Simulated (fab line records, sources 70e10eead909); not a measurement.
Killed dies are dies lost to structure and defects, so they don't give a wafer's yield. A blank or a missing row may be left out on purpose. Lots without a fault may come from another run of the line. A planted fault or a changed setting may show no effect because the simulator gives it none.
Which tool did it? | flow nand_harc | 13 lots, 39 wafers sampled, at 5 steps of a route of 1302

WHAT THE GAUGES READ, wafer by wafer
NHARC_END_SORT_01.
lot  | measured     | on        | killed_at_array | killed_at_other | killed_at_periphery | killed_dies | killed_open | killed_short
L146 | day 24 08:58 | prober-01 | 673 674 672     | 1 2 0           | 3 1 5               | 677 677 677 | 3 2 5       | 1 4 0
L150 | day 25 14:19 | prober-02 | 675 672 675     | 0 2 0           | 2 3 2               | 677 677 677 | 3 3 2       | 3 3 2
L153 | day 27 09:05 | prober-02 | 674 671 671     | 2 1 1           | 1 5 5               | 677 677 677 | 3 2 4       | 3 1 1

WHICH TOOL RAN EACH LOT (tool, then ch and the chambers of the sampled wafers, then the start)
lot  | NHARC_A_STAIRCASE_ETCHBACK_416                | NHARC_A_STAIRCASE_STRIP_476        | NHARC_A_STAIRCASE_CVD_552   | NHARC_A_STAIRCASE_DEP_151
L146 | rie_diel-03 ch 0,1, day 17 02:29 or earlier   | rie_diel-03 ch 1,3, day 17 02:29   | lpcvd-01 ch 0, day 17 09:49 | pecvd-04 ch 0,1,2, day 17 20:43
L147 | rie_diel-08 ch 0,2,3, day 17 06:07 or earlier | rie_diel-08 ch 0,2,3, day 17 06:07 | lpcvd-01 ch 1, day 17 13:29 | pecvd-03 ch 0,1,2, day 17 17:20
L150 | rie_diel-03 ch 2,3, day 18 11:11 or earlier   | rie_diel-03 ch 0,2, day 18 11:11   | lpcvd-01 ch 0, day 18 18:11 | pecvd-03 ch 0,1,2, day 19 01:56
L151 | rie_diel-09 ch 0,1,3, day 19 07:11 or earlier | rie_diel-09 ch 0,3, day 19 07:11   | lpcvd-01 ch 0, day 19 14:42 | pecvd-01 ch 1,2, day 19 18:24
L153 | rie_diel-03 ch 0,2,3, day 19 23:53 or earlier | rie_diel-03 ch 2,3, day 19 23:53   | lpcvd-01 ch 1, day 20 08:11 | pecvd-04 ch 0,1,2, day 20 16:20
L160 | rie_diel-08 ch 2,3, day 23 02:45 or earlier   | rie_diel-08 ch 0,1, day 23 02:45   | lpcvd-01 ch 0, day 23 10:15 | pecvd-04 ch 0,1,2, day 23 14:05
L162 | rie_diel-09 ch 2,3, day 24 02:45 or earlier   | rie_diel-09 ch 2,3, day 24 02:45   | lpcvd-01 ch 1, day 24 11:53 | pecvd-03 ch 0,1, day 24 15:39
L163 | rie_diel-03 ch 0,2,3, day 24 02:46 or earlier | rie_diel-03 ch 0,2, day 24 02:46   | lpcvd-01 ch 1, day 24 11:53 | pecvd-04 ch 1,2, day 24 15:28
L164 | rie_diel-03 ch 2,3, day 25 00:16 or earlier   | rie_diel-03 ch 0,2,3, day 25 00:16 | lpcvd-01 ch 1, day 25 05:04 | pecvd-01 ch 0,2, day 25 08:40
L166 | rie_diel-09 ch 0,3, day 25 09:03              | rie_diel-09 ch 0,3, day 25 09:08   | lpcvd-01 ch 0, day 25 16:31 | pecvd-04 ch 0,1,2, day 25 20:20
L167 | rie_diel-09 ch 2,3, day 25 20:23 or earlier   | rie_diel-09 ch 2,3, day 25 20:23   | lpcvd-01 ch 0, day 26 04:17 | pecvd-04 ch 0,1,2, day 26 08:04
L168 | rie_diel-08 ch 0,1,3, day 26 09:30 or earlier | rie_diel-08 ch 0,3, day 26 09:30   | lpcvd-01 ch 1, day 26 15:07 | pecvd-04 ch 0,1,2, day 26 18:59
L169 | rie_diel-09 ch 1,2, day 26 14:52 or earlier   | rie_diel-09 ch 2,3, day 26 14:52   | lpcvd-02 ch 0, day 26 22:16 | pecvd-03 ch 0,1,2, day 27 01:49
- NHARC_A_STAIRCASE_ETCHBACK_416: etches the open film in C4F8/O2/Ar, target depth 36 nm, time 7.2 s.
- NHARC_A_STAIRCASE_STRIP_476: strips in O2, time 20 s.
- NHARC_A_STAIRCASE_CVD_552: deposits SiNx, target thk 40 nm.
- NHARC_A_STAIRCASE_DEP_151: deposits SiO2, target thk 7200 nm.

WHAT THE TOOLS THEMSELVES READ (means of the sampled wafers that have a number; where no wafer has one, the mark that the record gives instead)
NHARC_A_STAIRCASE_ETCHBACK_416.
lot  | tool        | oes_product_au (a.u.) | rf_vpp_V (V)
L146 | rie_diel-03 | 0.939                 | 721
L147 | rie_diel-08 | 0.927                 | 722
L150 | rie_diel-03 | 0.929                 | 728
L151 | rie_diel-09 | 0.916                 | 722
L153 | rie_diel-03 | 0.959                 | 724
L160 | rie_diel-08 | 0.918                 | 720
L162 | rie_diel-09 | 0.927                 | 724
L163 | rie_diel-03 | 0.938                 | 723
L164 | rie_diel-03 | 0.933                 | 726
L166 | rie_diel-09 | 0.920                 | 722
L167 | rie_diel-09 | 0.927                 | 724
L168 | rie_diel-08 | 0.920                 | 726
L169 | rie_diel-09 | 0.920                 | 723

NHARC_A_STAIRCASE_STRIP_476.
lot  | tool        | drypump_motor_current_A (A) | oes_product_au (a.u.) | rf_vpp_V (V) | showerhead_plenum_p_Torr (Torr) | throttle_valve_pct (%)
L146 | rie_diel-03 | 6.0                         | 1.003                 | 57.7         | 3.59                            | 17.029
L147 | rie_diel-08 | 5.4                         | 0.992                 | 58.0         | 3.52                            | 17.034
L150 | rie_diel-03 | 5.0                         | 1.001                 | 58.0         | 3.45                            | 17.038
L151 | rie_diel-09 | 6.0                         | 0.984                 | 57.6         | 3.49                            | 17.044
L153 | rie_diel-03 | 5.1                         | 0.999                 | 58.2         | 3.56                            | 17.037
L160 | rie_diel-08 | 5.6                         | 1.003                 | 57.4         | 3.67                            | 17.040
L162 | rie_diel-09 | 5.9                         | 0.996                 | 57.3         | 3.56                            | 17.036
L163 | rie_diel-03 | 5.1                         | 1.018                 | 57.8         | 3.42                            | 17.035
L164 | rie_diel-03 | 5.3                         | 1.018                 | 57.9         | 3.53                            | 17.034
L166 | rie_diel-09 | 6.0                         | 0.997                 | 57.3         | 3.46                            | 17.040
L167 | rie_diel-09 | 5.9                         | 0.998                 | 58.5         | 3.55                            | 17.037
L168 | rie_diel-08 | 5.2                         | 0.994                 | 58.0         | 3.55                            | 17.048
L169 | rie_diel-09 | 6.2                         | 1.002                 | 57.5         | 3.52                            | 17.029

NHARC_A_STAIRCASE_CVD_552.
lot  | tool     | susceptor_temp_C (C)
L146 | lpcvd-01 | 700.14
L147 | lpcvd-01 | 699.68
L150 | lpcvd-01 | 700.25
L151 | lpcvd-01 | 700.10
L153 | lpcvd-01 | 699.84
L160 | lpcvd-01 | 699.72
L162 | lpcvd-01 | 700.06
L163 | lpcvd-01 | 699.85
L164 | lpcvd-01 | 700.15
L166 | lpcvd-01 | 700.06
L167 | lpcvd-01 | 700.10
L168 | lpcvd-01 | 699.60
L169 | lpcvd-02 | 699.79

NHARC_A_STAIRCASE_DEP_151.
lot  | tool     | heater_power_w (W) | susceptor_temp_C (C)
L146 | pecvd-04 | 589                | 399.76
L147 | pecvd-03 | 630                | 400.05
L150 | pecvd-03 | 598                | 400.14
L151 | pecvd-01 | 643                | 399.94
L153 | pecvd-04 | 545                | 400.10
L160 | pecvd-04 | 554                | 399.97
L162 | pecvd-03 | 555                | 400.02
L163 | pecvd-04 | 536                | 399.93
L164 | pecvd-01 | 676                | 399.83
L166 | pecvd-04 | 586                | 399.91
L167 | pecvd-04 | 569                | 400.28
L168 | pecvd-04 | 541                | 400.19
L169 | pecvd-03 | 609                | 399.95

THE ANSWER, worked out from the rows above alone
Rule: what is usual is taken from the lots themselves. Put in order of their means at a reading, lots are off if they are a third of the lots or fewer, leave a main group of 4 or more, and stand apart from it by a gap of 3 or more times the standard deviation of the main group's means; of several such gaps the widest counts. A main group whose means are all the same, to the digits that the tables above print for the reading, isn't used. A lot without any number at a reading at which 4 lots or more have one is off too. The other lots that the step has rows for count as sound. The gauges are gone through in route order, then the tools' own readings, and for those a lot's mean is taken as printed above. The first step at which some lot is off is used, and at that step the reading that is off furthest; a lot without a number counts as furthest.
No lot is off at any reading shown: from this, nothing can be told.

WHAT THE SIMULATOR HAD PUT IN
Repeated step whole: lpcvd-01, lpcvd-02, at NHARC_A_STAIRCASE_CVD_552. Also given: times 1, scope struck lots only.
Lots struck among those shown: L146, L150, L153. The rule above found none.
